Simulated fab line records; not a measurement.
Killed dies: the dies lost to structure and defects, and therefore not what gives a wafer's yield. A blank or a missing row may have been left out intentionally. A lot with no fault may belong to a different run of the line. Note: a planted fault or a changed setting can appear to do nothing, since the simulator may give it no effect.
The tool behind it: which one?	flow nandHarc	24 lots, 72 wafers sampled, at 3 steps of a route of 1159

== WHAT EACH GAUGE READ, for each wafer ==
NHARC_P_STI_OCD_MEAS_43.
lot	measured	on	trenchDepthNm (nm)	trenchFootCdNm (nm)
L074	day 2 13:59	ocd-02	309 303 303	153.8 154.5 153.7
L075	day 2 22:34	ocd-01	302 307 301	158.2 154.0 156.7
L076	day 2 22:43	ocd-02	292 302 297	158.8 156.9 160.2
L077	day 3 10:41	ocd-01	295 293 295	159.1 159.2 160.8
L078	day 3 10:29	ocd-02	299 306 296	155.8 155.6 157.4
L079	day 3 18:22	ocd-02	300 297 299	159.0 156.9 159.5
L080	day 4 00:14	ocd-01	300 306 305	158.5 156.6 157.5
L081	day 4 06:23	ocd-02	298 296 296	156.6 158.4 159.5
L082	day 4 18:40	ocd-01	299 300 306	157.5 156.6 155.5
L083	day 4 18:43	ocd-02	295 297 297	162.4 156.9 159.8
L084	day 5 00:22	ocd-02	296 306 298	158.7 155.1 159.1
L085	day 5 06:21	ocd-02	303 308 305	153.0 152.8 153.4
L086	day 5 13:55	ocd-01	301 299 308	160.3 158.5 161.4
L087	day 5 18:16	ocd-02	295 300 300	161.7 160.1 163.9
L088	day 6 00:49	ocd-01	301 301 304	160.7 157.3 160.5
L089	day 6 07:27	ocd-01	306 309 303	156.4 154.6 157.0
L090	day 6 13:31	ocd-02	296 292 294	156.6 159.8 161.6
L091	day 6 18:42	ocd-01	304 298 304	157.8 156.0 157.2
L092	day 7 00:04	ocd-02	298 299 297	155.3 159.8 160.7
L093	day 7 08:05	ocd-02	296 296 293	161.0 159.4 159.1
L094	day 7 12:22	ocd-02	293 297 298	159.6 157.4 159.3
L095	day 7 18:23	ocd-02	291 302 296	158.4 158.2 158.1
L096	day 8 00:23	ocd-02	296 294 303	159.1 154.0 157.5
L097	day 8 06:20	ocd-02	305 306 299	158.9 158.3 157.3

== EACH LOT AND THE TOOL THAT RAN IT (in order: tool; ch and the chambers of the sampled wafers; start) ==
lot	NHARC_P_ZERO_WELL_ETCH_63	NHARC_P_STI_ETCH_15
L074	rieSi-01 ch 1,2,3, day 1 13:34	rieSi-05 ch 0,2, day 2 13:14
L075	rieSi-03 ch 2,3, day 1 19:39	rieSi-05 ch 1,2, day 2 21:47
L076	rieSi-03 ch 0,1,3, day 2 01:44	rieSi-04 ch 1,2,3, day 2 21:59
L077	rieSi-06 ch 0,1, day 2 07:42	rieSi-04 ch 1,2, day 3 09:54
L078	rieSi-01 ch 0,1, day 2 13:32	rieSi-05 ch 0,1, day 3 09:44
L079	rieSi-01 ch 2,3, day 2 19:47	rieSi-04 ch 2,3, day 3 17:37
L080	rieSi-06 ch 0,1,3, day 3 01:41	rieSi-05 ch 0,2, day 3 23:29
L081	rieSi-03 ch 1,2,3, day 3 07:40	rieSi-04 ch 0,2,3, day 4 05:37
L082	rieSi-06 ch 2,3, day 3 13:40	rieSi-02 ch 0,2,3, day 4 17:54
L083	rieSi-06 ch 0,1,3, day 3 19:42	rieSi-04 ch 0,3, day 4 17:57
L084	rieSi-01 ch 0,1,2, day 4 01:36	rieSi-05 ch 0,1,3, day 4 23:38
L085	rieSi-06 ch 0,3, day 4 07:34	rieSi-02 ch 0,1,2, day 5 05:37
L086	rieSi-06 ch 0,1,2, day 4 13:41	rieSi-05 ch 0,1,3, day 5 13:10
L087	rieSi-03 ch 1,3, day 4 19:32	rieSi-05 ch 2,3, day 5 17:32
L088	rieSi-03 ch 1,2,3, day 5 01:43	rieSi-05 ch 2,3, day 6 00:04
L089	rieSi-03 ch 1,2, day 5 07:40	rieSi-02 ch 0,2, day 6 06:43
L090	rieSi-01 ch 2,3, day 5 13:31	rieSi-04 ch 0,1,3, day 6 12:47
L091	rieSi-06 ch 0,1,2, day 5 20:11	rieSi-05 ch 0,3, day 6 17:56
L092	rieSi-01 ch 0,3, day 6 01:32	rieSi-05 ch 1,2,3, day 6 23:19
L093	rieSi-03 ch 2,3, day 6 07:40	rieSi-04 ch 1,3, day 7 07:20
L094	rieSi-03 ch 1,2,3, day 6 13:32	rieSi-04 ch 0,1,2, day 7 11:37
L095	rieSi-01 ch 0,3, day 6 19:42	rieSi-05 ch 0,2,3, day 7 17:40
L096	rieSi-01 ch 2,3, day 7 01:43	rieSi-05 ch 1,2,3, day 7 23:39
L097	rieSi-03 ch 0,1,3, day 7 07:41	rieSi-05 ch 0,3, day 8 05:33
- NHARC_P_ZERO_WELL_ETCH_63: etches the open film in HBr/Cl2, target depth 120 nm, time 40.1 s.
- NHARC_P_STI_ETCH_15: etches the open film in HBr/Cl2, target depth 300 nm, time 100.1 s.

== WHAT THE TOOLS THEMSELVES READ (means of the sampled wafers that have a number; where no wafer has one, the mark that the record gives instead) ==
NHARC_P_ZERO_WELL_ETCH_63.
lot	tool	drypumpMotorCurrentA (A)	oesProductAu (a.u.)	throttleValvePct (%)
L074	rieSi-01	6.2	1.000	26.403
L075	rieSi-03	6.3	1.008	26.401
L076	rieSi-03	5.6	0.997	26.409
L077	rieSi-06	5.4	0.998	26.407
L078	rieSi-01	6.1	0.998	26.416
L079	rieSi-01	6.3	1.001	26.404
L080	rieSi-06	5.4	0.997	26.410
L081	rieSi-03	5.8	1.000	26.404
L082	rieSi-06	6.3	0.998	26.401
L083	rieSi-06	5.4	0.990	26.406
L084	rieSi-01	6.0	1.003	26.405
L085	rieSi-06	5.1	0.996	26.408
L086	rieSi-06	5.7	0.999	26.407
L087	rieSi-03	5.6	0.996	26.409
L088	rieSi-03	5.8	0.996	26.411
L089	rieSi-03	5.6	0.993	26.407
L090	rieSi-01	6.3	1.001	26.399
L091	rieSi-06	5.7	0.998	26.404
L092	rieSi-01	6.1	1.002	26.405
L093	rieSi-03	6.3	1.006	26.402
L094	rieSi-03	5.9	0.996	26.399
L095	rieSi-01	6.3	0.997	26.407
L096	rieSi-01	6.3	1.004	26.405
L097	rieSi-03	5.6	1.000	26.404

NHARC_P_STI_ETCH_15.
lot	tool	drypumpMotorCurrentA (A)	oesProductAu (a.u.)	throttleValvePct (%)
L074	rieSi-05	5.7	1.011	26.407
L075	rieSi-05	6.4	1.001	26.398
L076	rieSi-04	5.7	0.992	26.401
L077	rieSi-04	5.3	0.988	26.407
L078	rieSi-05	6.1	1.001	26.411
L079	rieSi-04	5.7	0.995	26.410
L080	rieSi-05	5.4	1.007	26.407
L081	rieSi-04	6.0	0.991	26.406
L082	rieSi-02	5.5	0.999	26.408
L083	rieSi-04	6.4	0.993	26.400
L084	rieSi-05	5.6	0.997	26.404
L085	rieSi-02	5.6	1.015	26.400
L086	rieSi-05	5.6	1.002	26.407
L087	rieSi-05	5.8	0.995	26.406
L088	rieSi-05	5.7	1.005	26.409
L089	rieSi-02	5.3	1.010	26.411
L090	rieSi-04	6.1	0.987	26.401
L091	rieSi-05	5.0	1.000	26.417
L092	rieSi-05	5.9	0.999	26.406
L093	rieSi-04	6.2	0.988	26.404
L094	rieSi-04	5.6	0.985	26.410
L095	rieSi-05	5.4	0.996	26.400
L096	rieSi-05	5.9	0.993	26.402
L097	rieSi-05	5.0	1.003	26.407

== THE ANSWER, worked out from the rows above alone ==
Rule: what is usual is taken from the lots themselves. The widest of any qualifying gaps counts: lots, ordered by their means at a reading, are off when they make up no more than a third of the lots, leave a main group of 4 or more, and stand apart from it by 3 or more times the standard deviation of that group's means. A main group is skipped when, at the precision printed for the reading in the tables above, its means are all equal. A lot without any number at a reading at which 4 lots or more have one is off too. Any other lot the step has rows for is counted as sound. The gauges are gone through in route order, then the tools' own readings, and for those a lot's mean is taken as printed above. The first step at which some lot is off is used, and at that step the reading that is off furthest; a lot without a number counts as furthest.
No lot is off on any of the readings shown, so nothing can be concluded from this.

== WHAT WAS PUT IN BY THE SIMULATOR ==
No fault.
